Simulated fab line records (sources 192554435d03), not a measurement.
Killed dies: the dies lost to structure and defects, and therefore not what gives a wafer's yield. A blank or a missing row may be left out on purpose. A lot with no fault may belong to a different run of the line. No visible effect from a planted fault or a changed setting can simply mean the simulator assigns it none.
fab line records	flow n5Finfet
record: lots: 7	wafers: 21
route steps=1938 shown BEOL_M13@1694 BEOL_M14@1770
startH: start of the lot's first displayed wafer, in hours after the record's first day	waitH: how many hours have passed since the lot's step before this one	" as in the row above	L1.1+2: a single row standing in for several wafers	- either no value or no given start	* or withheld: withheld	< > ~ a bound
route shown NAME@n: names a module that has steps shown in the file, with the first one's number in the route	usual: mean/standard deviation of fault-free wafers	same: alike in all rows	chamber/n: place in a boat	sites: the reading at each site	_std_site: standard deviation across them	_edge_site: the outer-site mean with the inner-site mean subtracted	radiusMm: how far each site lies from the wafer's centre	mask NAME#n: copy n	behind: the most recent tool/chamber to have shaped the wafer	hold: cause of the lot's hold/its duration in hours/its outcome	device: the transistor (n, p or np) that didn't switch	end of line: tests of these same wafers at the route's end	a step with no rows: only its recipe	killed: count of dies lost to structure and defects at first sort (not the wafer's yield)	map: dies across one wafer; x = killed, . = not, _ = none there
set.NAME: the setting that was run; set.NAME@STEP: the one run at that earlier step	model.NAME: the simulator's own value behind a step, which no gauge read
lots whose settings were changed on purpose; a table a step, a row a wafer
== steps ==
step: N5_BEOL_M13_ETCH_68
recipe: chemistry: N2/H2	target: SOC	maskMaterial: SiARC	sourceW: 3000	biasW: 350	tempC: 40	timeS: 355	ionEnergyEv: 200	pressureMtorr: 30	n2FlowSccm: 200	h2FlowSccm: 200
lot.wafer	tool	chamber	startH	waitH	set.timeS	set.doseMj@BEOL_M13_EXPOSE_25	model.SiARC_of_BEOL_M13_COAT_66.thkNm	model.BEOL_M13.cdNm
L074.1	rieDiel-01	1	278.10	0.1	355	23.06	77.6	217.6
L074.4	"	3	"	"	376	22	75.6	212.2
L074.5	"	3	"	"	376	22	75.6	212.6
L075.3	rieDiel-01	1	282.08	0.1	355	22	77	212.2
L075.4	"	2	"	"	355	22	76	212.4
L075.5	"	0	"	"	355	22	77.2	210.4
L085.2	rieDiel-01	0	349.86	0.1	317	22	80.4	211
L085.3	"	3	"	"	317	20.55	81	203
L085.4	"	2	"	"	317	20.55	79.6	204.2
L086.2	rieDiel-05	0	350.15	0.1	355	23.03	77	215
L086.3	"	3	"	"	291.4	22	82.8	205.8
L086.4	"	1	"	"	355	22	78.4	206.6
L089.2	rieDiel-05	0	378.26	0.1	355	21.54	77.8	211.6
L089.4	"	2	"	"	421.5	21.54	72	211
L089.5	"	0	"	"	421.5	22	71.2	214.6
L095.3	rieDiel-02	1	406.56	0.1	355	22	77.2	206.8
L095.4	"	0	"	"	392.5	22	73.6	209.4
L095.5	"	0	"	"	392.5	22	73.2	209
L096.3	rieDiel-02	3	416.67	0.1	355	23.61	76.4	215.8
L096.5	"	3	"	"	355	22	76.6	209.4
L096.6	"	2	"	"	295.9	22	82	208.6
step: N5_BEOL_M14_DEP_53
recipe: material: SiCN	targetThkA: 500	tempC: withheld	precursor: 3MS/NH3	pressureTorr: 3	rfW: 675	timeS: 17.8
lot.wafer	tool	chamber	startH	waitH	set.timeS	model.SiCN_of_BEOL_M14_DEP_53.thkNm
L074.1	pecvd-04	0	286.03	0.0	17.8	49.6
L074.4	"	1	"	"	20.2	57.4
L074.5	"	2	"	"	20.2	56.8
L075.3	pecvd-04	0	293.96	0.0	17.8	49.4
L075.4+5	"	2,1	"	"	17.8	49.6
L085.2	pecvd-04	2	359.04	0.0	19.05	52.6
L085.3	"	0	"	"	17.8	49.8
L085.4	"	0	"	"	19.05	53.4
L086.2	pecvd-04	0	363.25	0.0	16.78	46.4
L086.3	"	1	"	"	17.8	48.6
L086.4	"	1	"	"	16.78	47
L089.2	pecvd-04	1	386.56	0.0	17.8	49.6
L089.4	"	1	"	"	17.8	50.2
L089.5	"	2	"	"	18.5	52.4
L095.3	pecvd-02	2	414.78	0.0	17.8	50.2
L095.4	"	0	"	"	17.8	49.4
L095.5	"	1	"	"	17.8	51.6
L096.3	pecvd-04	2	431.53	0.0	17.07	47
L096.5	"	0	"	"	17.07	47.6
L096.6	"	2	"	"	17.8	49.6
== key ==
split: step: N5_BEOL_M13_ETCH_68	setting: timeS	stated: 355	by: wafer
response: step: N5_BEOL_M13_ETCH_68	reading: model.SiARC_of_BEOL_M13_COAT_66.thkNm	change: -0.32	per: 1%	r: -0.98
split: step: N5_BEOL_M14_DEP_53	setting: timeS	stated: 17.8	by: wafer
response: step: N5_BEOL_M14_DEP_53	reading: model.SiCN_of_BEOL_M14_DEP_53.thkNm	change: +0.519	per: 1%	r: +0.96
split outsideThisFile step=N5_BEOL_M13_EXPOSE_25 setting=doseMj
split outsideThisFile: this setting was split too, and the file shows its column; the key of that split is in another file
